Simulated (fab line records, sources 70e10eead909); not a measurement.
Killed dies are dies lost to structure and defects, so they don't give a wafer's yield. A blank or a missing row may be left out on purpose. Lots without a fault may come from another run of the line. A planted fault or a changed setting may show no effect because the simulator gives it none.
Problem report in the 8D (eight disciplines) form, filled by code | flow nand_harc | the parts of the form that need people (team, actions taken, sign-off) are left out

1. THE PROBLEM
killed_at_array at NHARC_END_SORT_01 reads a mean of 159 on 4 wafers of 3 lots; wafers without a fault read 56 with a standard deviation of 17. That is +6.1 standard deviations from the usual mean.
First seen on wafer L464.1, day 25 01:47, on prober-02. The record holds 16 wafers of 6 lots with a number at this step. Rule for "out", or "out of limits": more than 4 standard deviations from the usual mean. The other wafers with a number count as sound.

2. WHAT IT IS AND WHAT IT IS NOT
question                    | is                                                 | is not
which readings at this step | killed_at_array, defect_limited_yield, killed_dies | killed_at_other, killed_at_periphery, killed_open, killed_short
which lots                  | L464, L465, L466                                   | L474, L475, L481
which wafers of those lots  | L464.1, L464.5, L465.5, L466.2                     | L464.3, L465.2, L465.3, L466.3, L466.5
read on which gauges        | prober-01, prober-02                               | -
when                        | from day 25 01:47                                  | up to then (0 sound wafers); but 12 sound wafers of L464, L465, L466, L474, L475, L481 came after

3. SUSPECTS, AND WHAT RULES EACH OUT
Counting: a tool at a process step up to the reading stays a suspect if it ran every lot that is out. Sound lots after the first of them don't rule it out here, since some wafers of a struck lot are sound.
- the gauge at NHARC_END_SORT_01: ruled out. The wafers that are out were read on 2 gauges (prober-01, prober-02).
- rie_diel-12 at NHARC_A_BONDPAD_ETCH_12 (etches the open film in CHF3/O2, target depth 220 nm, time 110 s): kept. It ran every lot that is out, first L464 (day 23 20:23).
- Within rie_diel-12 at NHARC_A_BONDPAD_ETCH_12: the wafers that are out ran in chamber 2; their sound lot-mates ran in chambers 0, 1, 3.
Left after counting: rie_diel-12 at NHARC_A_BONDPAD_ETCH_12.

4. THE CAUSE (what the simulator had put in)
Chamber particle source: rie_diel-12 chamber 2, from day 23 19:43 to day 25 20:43, at NHARC_A_BONDPAD_ETCH_12. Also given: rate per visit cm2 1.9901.
Counting left only this tool.

5. THE CHAIN OF EFFECTS, in route order
Each row: a reading whose mean over the struck wafers that have a number lies more than 3 standard deviations from the usual. Only readings for which the record gives a usual standard deviation are gone through. hours: the time from each lot's start at the first step in this table that gives one to its start at this step, as a median over the lots. sigmas: the change in usual standard deviations.
hours | step              | reading              | usual  | on struck wafers | change | sigmas
0     | NHARC_END_SORT_01 | defect_limited_yield | 91.0 % | 75.9             | -15.1  | -6.0
0     | NHARC_END_SORT_01 | killed_at_array      | 56     | 159              | +103   | +6.1
0     | NHARC_END_SORT_01 | killed_dies          | 61     | 163              | +102   | +6.0

6. WHAT WOULD HAVE CAUGHT IT SOONER
In this record the first reading out of limits at a measuring or inspecting step was taken at day 25 01:47, 30 hours after the fault began at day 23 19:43.
Of the tool readings at NHARC_A_BONDPAD_ETCH_12 for which the record gives a usual standard deviation, none was out on any struck wafer, so an alarm limit of 4 standard deviations on them would not have fired.
All the lots that are out (3) had begun NHARC_A_BONDPAD_ETCH_12 on rie_diel-12 by day 25 01:47. A hold on the tool at that time would have spared none of them.
